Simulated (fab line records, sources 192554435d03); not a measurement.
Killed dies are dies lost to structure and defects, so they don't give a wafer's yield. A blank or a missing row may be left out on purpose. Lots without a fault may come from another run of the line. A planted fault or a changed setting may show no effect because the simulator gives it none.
Split-lot experiment | flow n5_finfet | 7 lots, 21 wafers read, on a route of 1938 steps

THE SPLIT
At N5_BEOL_M7_ETCH_41 (etches SiCN in CH3F/O2, target depth 31.9 nm, time 57.8 s), the setting source_w was moved away from the recipe's 395 W on 8 of the 21 wafers read, by -17.7% to +12.4%. The other wafers ran this setting at the recipe's value.

The reading is taken at the split's own step.

THE READING
rf_vpp_V, in V, at N5_BEOL_M7_ETCH_41 (etches SiCN in CH3F/O2, target depth 31.9 nm, time 57.8 s). Fault-free wafers of this fab line usually give 296.9 V, standard deviation 1.8 V.

wafer  | tool, chamber at the split | source_w as run, W | against the recipe | rf_vpp_V, V | against lot-mates on the recipe
L074.1 | rie_diel-06, 1             | 395                | recipe             | 297.5       | -
L074.4 | rie_diel-06, 0             | 443.8              | +12.4%             | 288.0       | -10.4
L074.5 | rie_diel-06, 1             | 395                | recipe             | 299.2       | -
L080.1 | rie_diel-01, 1             | 395                | recipe             | 298.1       | -
L080.3 | rie_diel-01, 2             | 365.3              | -7.5%              | 303.3       | +4.3
L080.6 | rie_diel-01, 0             | 395                | recipe             | 299.9       | -
L084.1 | rie_diel-01, 2             | 435                | +10.1%             | 288.0       | -7.8
L084.2 | rie_diel-01, 3             | 395                | recipe             | 295.4       | -
L084.3 | rie_diel-01, 0             | 395                | recipe             | 296.2       | -
L087.2 | rie_diel-06, 0             | 395                | recipe             | 299.1       | -
L087.3 | rie_diel-06, 1             | 365.1              | -7.6%              | 306.0       | +6.9
L087.6 | rie_diel-06, 2             | 365.1              | -7.6%              | 308.0       | +8.9
L091.1 | rie_diel-03, 1             | 395                | recipe             | 293.3       | -
L091.4 | rie_diel-03, 0             | 363.9              | -7.9%              | 303.3       | +7.3
L091.5 | rie_diel-03, 3             | 395                | recipe             | 298.6       | -
L094.1 | rie_diel-06, 1             | 324.9              | -17.7%             | 318.0       | +19.0
L094.3 | rie_diel-06, 0             | 324.9              | -17.7%             | 317.4       | +18.4
L094.5 | rie_diel-06, 1             | 395                | recipe             | 299.0       | -
L095.3 | rie_diel-03, 0             | 395                | recipe             | 297.8       | -
L095.4 | rie_diel-03, 3             | 395                | recipe             | 297.8       | -
L095.6 | rie_diel-03, 0             | 395                | recipe             | 296.0       | -

THE FIT
A straight line over all 21 wafers: rf_vpp_V changes by -1.03 V for each +1% of source_w; r = -0.97; the points scatter about the line by 2 V.
The same after taking each lot's own level away (the mean of its wafers on the recipe; 21 wafers): -0.957 V for each +1%; r = -0.98; scatter 1.5 V.
On that fit, the largest move of source_w shifts the reading by 17 V.
The lots' own levels span 295.80 to 299.10 V, that is 1.8 times the standard deviation above.
So the lot-to-lot level changes the slope little: the two slopes agree.
Check: with one of the wafers moved furthest among these (-17.7%) left out of the fit, the line predicts +16.5 V for it against its lot-mates. It came out at +19 V against them.
Tool readings at the split's step, against how far the setting was moved: rf_vpp_V r = -0.97.

THE WHOLE CHAIN: every reading that the file lists as answering this split, in the file's order
step               | what it does                                              | reading                                                        | change (the file's fit)                | r (the file's)
N5_BEOL_M7_ETCH_41 | etches SiCN in CH3F/O2, target depth 31.9 nm, time 57.8 s | rf_vpp_V                                                       | -0.924 V for each +1% of the setting   | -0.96
N5_BEOL_M7_ETCH_41 | etches SiCN in CH3F/O2, target depth 31.9 nm, time 57.8 s | etch.depth_nm (the simulator's own value, which no gauge read) | +0.0835 nm for each +1% of the setting | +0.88

THE FILE'S OWN FIT
rf_vpp_V changes by -0.924 V for each +1% of source_w, r = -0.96.
